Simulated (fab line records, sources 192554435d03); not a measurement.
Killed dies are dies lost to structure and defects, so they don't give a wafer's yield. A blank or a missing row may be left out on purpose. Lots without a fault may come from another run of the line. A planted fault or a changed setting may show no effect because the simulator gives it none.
Chamber matching | flow n5_finfet | N5_HKMG_FIN_ALD_75 on ald_hk-02: 4 sister chambers
The step deposits Al2O3, target thk 1 nm, co reactant pulse time 1 s. 18 wafers are shown with their chamber, then 9 later ones without.

WAFERS WITH THEIR CHAMBER
wafer  | chamber | heater_power_w (W) | precursor_pulse_height_rel
L075.2 | 0       | 158                | 0.968
L075.3 | 2       | 146                | 1.031
L075.4 | 3       | 159                | 1.017
L076.1 | 1       | 157                | 1.000
L076.3 | 2       | 149                | 1.017
L076.5 | 2       | 148                | 1.005
L080.1 | 3       | 160                | 1.019
L080.2 | 2       | 144                | 0.992
L080.3 | 0       | 156                | 1.016
L081.3 | 2       | 144                | 1.002
L081.5 | 3       | 165                | 1.011
L081.6 | 0       | 157                | 1.010
L083.1 | 0       | 156                | 1.018
L083.2 | 3       | 168                | 1.012
L083.6 | 0       | 154                | 0.994
L084.1 | 0       | 159                | 0.995
L084.2 | 3       | 164                | 1.019
L084.4 | 2       | 145                | 0.983

SIGNATURES (means of the wafers above)
reading                    | chamber 0 | chamber 1 | chamber 2 | chamber 3 | scatter within a chamber
heater_power_w             | 156.67    | 157.00    | 146.00    | 163.20    | 2.57
precursor_pulse_height_rel | 1.00017   | 1.00000   | 1.00500   | 1.01560   | 0.0154
Rule: a wafer's distance from a chamber is the root of the sum, over the readings, of the square of ((its reading less the chamber's mean) divided by the reading's scatter). The wafer belongs to the nearest chamber; if the next one is less than 2 further off, it can't be placed. The scatter: the root of (the sum of the squares of (reading less its chamber's mean) over the shown wafers, divided by (wafers less chambers)).

WAFERS WITHOUT THEIR CHAMBER
wafer  | heater_power_w (W) | precursor_pulse_height_rel
L086.2 | 144                | 0.990
L086.3 | 158                | 1.008
L086.6 | 163                | 0.973
L089.1 | 164                | 1.017
L089.2 | 160                | 1.005
L089.5 | 147                | 1.060
L093.2 | 152                | 0.984
L093.4 | 145                | 1.023
L093.6 | 167                | 1.013

WHICH CHAMBER EACH WENT THROUGH
wafer  | from the rows above          | in truth
L086.2 | 2                            | 2
L086.3 | can't be placed: 1 or 0 or 3 | 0
L086.6 | can't be placed: 3 or 1 or 0 | 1
L089.1 | 3                            | 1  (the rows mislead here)
L089.2 | can't be placed: 1 or 0 or 3 | 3
L089.5 | can't be placed: 2 or 0 or 1 | 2
L093.2 | can't be placed: 0 or 1 or 2 | 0
L093.4 | 2                            | 2
L093.6 | 3                            | 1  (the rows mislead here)
Placed correctly: 2 of 9. Can't be placed from these rows: 5 (the true chamber is among the candidates in 5). Placed wrongly: 2.
